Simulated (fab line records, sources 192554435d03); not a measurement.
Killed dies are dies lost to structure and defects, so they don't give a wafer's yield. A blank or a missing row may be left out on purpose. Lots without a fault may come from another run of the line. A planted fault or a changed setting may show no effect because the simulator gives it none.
Split-lot experiment | flow n5_finfet | 7 lots, 21 wafers read, on a route of 1938 steps

THE SPLIT
At N5_BEOL_M2_COAT_67 (time 60 s, resist thk 60 nm), the setting spin_rpm was moved away from the recipe's 1500 rpm on 6 of the 21 wafers read, by -6.9% to +11.2%. The other wafers ran this setting at the recipe's value.

FROM THE SPLIT TO THE READING: what the file shows between them, 11 steps
- N5_BEOL_M2_COAT_68: time 60 s, resist thk 12 nm (also split here: spin_rpm)
- N5_BEOL_M2_COAT_76: time 60 s, resist thk 5 nm
- N5_BEOL_M2_COAT_22: resist thk 30 nm
- N5_BEOL_M2_DESCUM_33: chemistry O2, time 7 s
- N5_BEOL_M2_ETCH_77: etches underlayer in N2/H2, target depth 6.5 nm, time 5.2 s
- N5_BEOL_M2_ETCH_69: etches SiARC in CF4, target depth 15.6 nm, time 26 s
- N5_BEOL_M2_ALD_98: deposits SiO2, target thk 2.5 nm, pulse time 1 s, co reactant pulse time 1 s
- N5_BEOL_M2_ETCHBACK_99: etches SiO2 in CHF3, target depth 5 nm, time 10.4 s
- N5_BEOL_M2_ETCH_70: etches SOC in N2/H2, target depth 80 nm, overetch 24 nm, time 130 s
- N5_BEOL_M2_STRIP_71: strips in N2/H2
- N5_BEOL_M2_STRIP_78: strips in N2/H2

THE READING
SOC_of_BEOL_M2_COAT_67.thk_nm (the simulator's own value, which no gauge read), in nm, at N5_BEOL_M2_VIA_ETCH_34 (etches the open film in C4F6/O2, target depth 69.4 nm, time 65.9 s). The file gives no usual value for it. The 15 wafers here that ran the recipe average 51.9 nm, standard deviation 0.21 nm.

wafer  | tool, chamber at the split | spin_rpm as run, rpm | against the recipe | SOC_of_BEOL_M2_COAT_67.thk_nm, nm | against lot-mates on the recipe
L076.2 | litho_track-04, 0          | 1500                 | recipe             | 52.2                              | -
L076.3 | litho_track-04, 0          | 1500                 | recipe             | 52.2                              | -
L076.6 | litho_track-04, 0          | 1500                 | recipe             | 52                                | -
L077.1 | litho_track-04, 0          | 1500                 | recipe             | 51.8                              | -
L077.3 | litho_track-04, 0          | 1397                 | -6.9%              | 54                                | +2.4
L077.5 | litho_track-04, 0          | 1500                 | recipe             | 51.4                              | -
L089.1 | litho_track-01, 0          | 1668                 | +11.2%             | 48.6                              | -3.2
L089.4 | litho_track-01, 0          | 1668                 | +11.2%             | 48.6                              | -3.2
L089.5 | litho_track-01, 0          | 1500                 | recipe             | 51.8                              | -
L090.2 | litho_track-01, 0          | 1500                 | recipe             | 52                                | -
L090.3 | litho_track-01, 0          | 1500                 | recipe             | 51.8                              | -
L090.6 | litho_track-01, 0          | 1500                 | recipe             | 51.8                              | -
L095.1 | litho_track-03, 0          | 1647                 | +9.8%              | 49.2                              | -2.8
L095.2 | litho_track-03, 0          | 1500                 | recipe             | 52                                | -
L095.5 | litho_track-03, 0          | 1500                 | recipe             | 52                                | -
L094.1 | litho_track-01, 0          | 1500                 | recipe             | 52.2                              | -
L094.2 | litho_track-01, 0          | 1500                 | recipe             | 52.2                              | -
L094.3 | litho_track-01, 0          | 1500                 | recipe             | 52                                | -
L097.4 | litho_track-04, 0          | 1651                 | +10.1%             | 49.2                              | -2.6
L097.5 | litho_track-04, 0          | 1651                 | +10.1%             | 49                                | -2.8
L097.6 | litho_track-04, 0          | 1500                 | recipe             | 51.8                              | -

THE FIT
A straight line over all 21 wafers: SOC_of_BEOL_M2_COAT_67.thk_nm changes by -0.291 nm for each +1% of spin_rpm; r = -0.99; the points scatter about the line by 0.2 nm.
The same after taking each lot's own level away (the mean of its wafers on the recipe; 21 wafers): -0.288 nm for each +1%; r = -1.00; scatter 0.15 nm.
On that fit, the largest move of spin_rpm shifts the reading by 3.2 nm.
The lots' own levels span 51.60 to 52.13 nm, that is 2.5 times the standard deviation above.
So the lot-to-lot level changes the slope little: the two slopes agree.
Check: with one of the wafers moved furthest among these (+11.2%) left out of the fit, the line predicts -3.18 nm for it against its lot-mates. It came out at -3.2 nm against them.

OTHER SPLITS ON THESE WAFERS
These wafers also went through other splits before the reading. Each is held against what the fit with the lots' levels taken away leaves over:
other split on the same wafers | wafers away from the commonest value | r with SOC_of_BEOL_M2_COAT_67.thk_nm (lot level and that fit taken away)
N5_BEOL_M1_ETCH_74 bias_w      | 4                                    | -0.12
N5_BEOL_M1_COAT_68 spin_rpm    | 5                                    | +0.01
N5_BEOL_M2_COAT_68 spin_rpm    | 3                                    | +0.06

THE WHOLE CHAIN: every reading that the file lists as answering this split, in the file's order
step                   | what it does                                                        | reading                                                                        | change (the file's fit)               | r (the file's)
N5_BEOL_M2_COAT_67     | time 60 s, resist thk 60 nm                                         | SOC_of_BEOL_M2_COAT_67.thk_nm (the simulator's own value, which no gauge read) | -0.283 nm for each +1% of the setting | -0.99
N5_BEOL_M2_ETCH_70     | etches SOC in N2/H2, target depth 80 nm, overetch 24 nm, time 130 s | etch.depth_nm (the simulator's own value, which no gauge read)                 | -0.288 nm for each +1% of the setting | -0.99
N5_BEOL_M2_VIA_ETCH_34 | etches the open film in C4F6/O2, target depth 69.4 nm, time 65.9 s  | SOC_of_BEOL_M2_COAT_67.thk_nm (the simulator's own value, which no gauge read) | -0.289 nm for each +1% of the setting | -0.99

THE FILE'S OWN FIT
SOC_of_BEOL_M2_COAT_67.thk_nm changes by -0.289 nm for each +1% of spin_rpm, r = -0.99.
